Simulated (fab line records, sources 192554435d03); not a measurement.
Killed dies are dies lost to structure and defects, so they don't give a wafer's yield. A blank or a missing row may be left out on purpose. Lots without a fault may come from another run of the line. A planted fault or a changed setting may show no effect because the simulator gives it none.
Split-lot experiment | flow n5_finfet | 7 lots, 39 wafers read, on a route of 1938 steps

THE SPLIT
At N5_BEOL_M14_ILD_DEP_00 (deposits SiO2 from TEOS/O2, target thk 1119.3 nm, time 237.4 s), the setting time_s was moved away from the recipe's 237.4 s on 15 of the 39 wafers read, by -30.9% to +53.5%. The other wafers ran this setting at the recipe's value.

FROM THE SPLIT TO THE READING: what the file shows between them, 10 steps
- N5_BEOL_M14_THK_MEAS_01
- N5_BEOL_M14_COAT_58: time 60 s, resist thk 89 nm
- N5_BEOL_M14_COAT_04: resist thk 800 nm
- N5_BEOL_M14_DESCUM_15: chemistry O2, time 7.9 s
- N5_BEOL_M14_ETCH_59: etches BARC in N2/H2, target depth 89 nm, overetch 26.7 nm, time 67.9 s
- N5_BEOL_M14_VIA_ETCH_16: etches SiO2 in C4F8/O2/Ar, target depth 1231.3 nm
- N5_BEOL_M14_STRIP_63: strips in O2
- N5_BEOL_M14_STRIP_64: strips in O2
- N5_BEOL_M14_STRIP_71: strips in post etch residue remover, time 60 s
- N5_BEOL_M14_SRD_72: time 30 s, dry time 30 s

THE READING
cd_nm, in nm, at N5_BEOL_M14_CD_MEAS_17 (target cd 250 nm). Fault-free wafers of this fab line usually give 251.1 nm, standard deviation 1.4 nm.

wafer  | tool, chamber at the split | time_s as run, s | against the recipe | cd_nm, nm | against lot-mates on the recipe
L074.1 | pecvd-01, 0                | 330.9            | +39.4%             | 256.1     | +5.2
L074.2 | pecvd-01, 2                | 237.4            | recipe             | 250.8     | -
L074.3 | pecvd-01, 1                | 237.4            | recipe             | 250.7     | -
L074.4 | pecvd-01, 0                | 330.9            | +39.4%             | 256.8     | +5.9
L074.5 | pecvd-01, 1                | 330.9            | +39.4%             | 255.6     | +4.7
L074.6 | pecvd-01, 2                | 237.4            | recipe             | 251.2     | -
L086.1 | pecvd-04, 0                | 164.1            | -30.9%             | 247.6     | -2.6
L086.2 | pecvd-04, 1                | 164.1            | -30.9%             | 248.3     | -1.9
L086.3 | pecvd-04, 2                | 237.4            | recipe             | 250.8     | -
L086.4 | pecvd-04, 2                | 237.4            | recipe             | 249.4     | -
L086.5 | pecvd-04, 0                | 237.4            | recipe             | 250.3     | -
L086.6 | pecvd-04, 1                | 164.1            | -30.9%             | 249.0     | -1.2
L085.1 | pecvd-04, 0                | 298              | +25.5%             | 253.3     | +2.2
L085.2 | pecvd-04, 2                | 298              | +25.5%             | 255.2     | +4.1
L085.3 | pecvd-04, 1                | 237.4            | recipe             | 251.7     | -
L085.4 | pecvd-04, 2                | 298              | +25.5%             | 254.3     | +3.2
L085.5 | pecvd-04, 0                | 237.4            | recipe             | 250.5     | -
L085.6 | pecvd-04, 1                | 237.4            | recipe             | 251.1     | -
L088.1 | pecvd-01, 0                | 237.4            | recipe             | 250.6     | -
L088.2 | pecvd-01, 1                | 358.4            | +51.0%             | 255.9     | +5.9
L088.3 | pecvd-01, 2                | 237.4            | recipe             | 249.5     | -
L088.4 | pecvd-01, 1                | 358.4            | +51.0%             | 257.0     | +7.0
L088.5 | pecvd-01, 2                | 237.4            | recipe             | 250.0     | -
L088.6 | pecvd-01, 0                | 358.4            | +51.0%             | 256.3     | +6.3
L093.1 | pecvd-02, 1                | 237.4            | recipe             | 250.5     | -
L093.2 | pecvd-02, 0                | 364.5            | +53.5%             | 258.1     | +7.3
L093.3 | pecvd-02, 2                | 237.4            | recipe             | 251.0     | -
L093.4 | pecvd-02, 2                | 364.5            | +53.5%             | 256.9     | +6.1
L093.5 | pecvd-02, 1                | 364.5            | +53.5%             | 259.5     | +8.7
L093.6 | pecvd-02, 0                | 237.4            | recipe             | 250.8     | -
L096.1 | pecvd-04, 0                | 237.4            | recipe             | 251.1     | -
L096.2 | pecvd-04, 2                | 237.4            | recipe             | 252.1     | -
L096.5 | pecvd-04, 1                | 237.4            | recipe             | 250.5     | -
L095.1 | pecvd-02, 0                | 237.4            | recipe             | 250.9     | -
L095.2 | pecvd-02, 2                | 237.4            | recipe             | 250.3     | -
L095.3 | pecvd-02, 1                | 237.4            | recipe             | 250.8     | -
L095.4 | pecvd-02, 2                | 237.4            | recipe             | 252.3     | -
L095.5 | pecvd-02, 0                | 237.4            | recipe             | 250.4     | -
L095.6 | pecvd-02, 1                | 237.4            | recipe             | 251.3     | -

THE FIT
A straight line over all 39 wafers: cd_nm changes by +0.119 nm for each +1% of time_s; r = +0.96; the points scatter about the line by 0.84 nm.
The same after taking each lot's own level away (the mean of its wafers on the recipe; 39 wafers): +0.119 nm for each +1%; r = +0.96; scatter 0.82 nm.
On that fit, the largest move of time_s shifts the reading by 6.4 nm.
The lots' own levels span 250.03 to 251.23 nm, that is 0.9 times the standard deviation above.
So the lot-to-lot level changes the slope little: the two slopes agree.
Check: with one of the wafers moved furthest among these (+53.5%) left out of the fit, the line predicts +6.58 nm for it against its lot-mates. It came out at +7.33 nm against them.

OTHER SPLITS ON THESE WAFERS
These wafers also went through other splits before the reading. Each is held against what the fit with the lots' levels taken away leaves over:
other split on the same wafers | wafers away from the commonest value | r with cd_nm (lot level and that fit taken away)
N5_BEOL_M7_ILD_DEP_00 time_s   | 15                                   | +0.15
N5_BEOL_M11_PECVD_70 time_s    | 15                                   | +0.16

THE WHOLE CHAIN: every reading that the file lists as answering this split, in the file's order
step                    | what it does                                                   | reading                                                                             | change (the file's fit)               | r (the file's)
N5_BEOL_M14_ILD_DEP_00  | deposits SiO2 from TEOS/O2, target thk 1119.3 nm, time 237.4 s | SiO2_of_BEOL_M14_ILD_DEP_00.thk_nm (the simulator's own value, which no gauge read) | +11.3 nm for each +1% of the setting  | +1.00
N5_BEOL_M14_THK_MEAS_01 |                                                                | M14_ILD_THK                                                                         | +11.3 for each +1% of the setting     | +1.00
N5_BEOL_M14_VIA_ETCH_16 | etches SiO2 in C4F8/O2/Ar, target depth 1231.3 nm              | etch.depth_nm (the simulator's own value, which no gauge read)                      | +11.3 nm for each +1% of the setting  | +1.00
N5_BEOL_M14_VIA_ETCH_16 | etches SiO2 in C4F8/O2/Ar, target depth 1231.3 nm              | coat_of_BEOL_M14_COAT_04.thk_nm (the simulator's own value, which no gauge read)    | -2.68 nm for each +1% of the setting  | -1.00
N5_BEOL_M14_CD_MEAS_17  | target cd 250 nm                                               | cd_nm                                                                               | +0.124 nm for each +1% of the setting | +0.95

THE FILE'S OWN FIT
cd_nm changes by +0.124 nm for each +1% of time_s, r = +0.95.
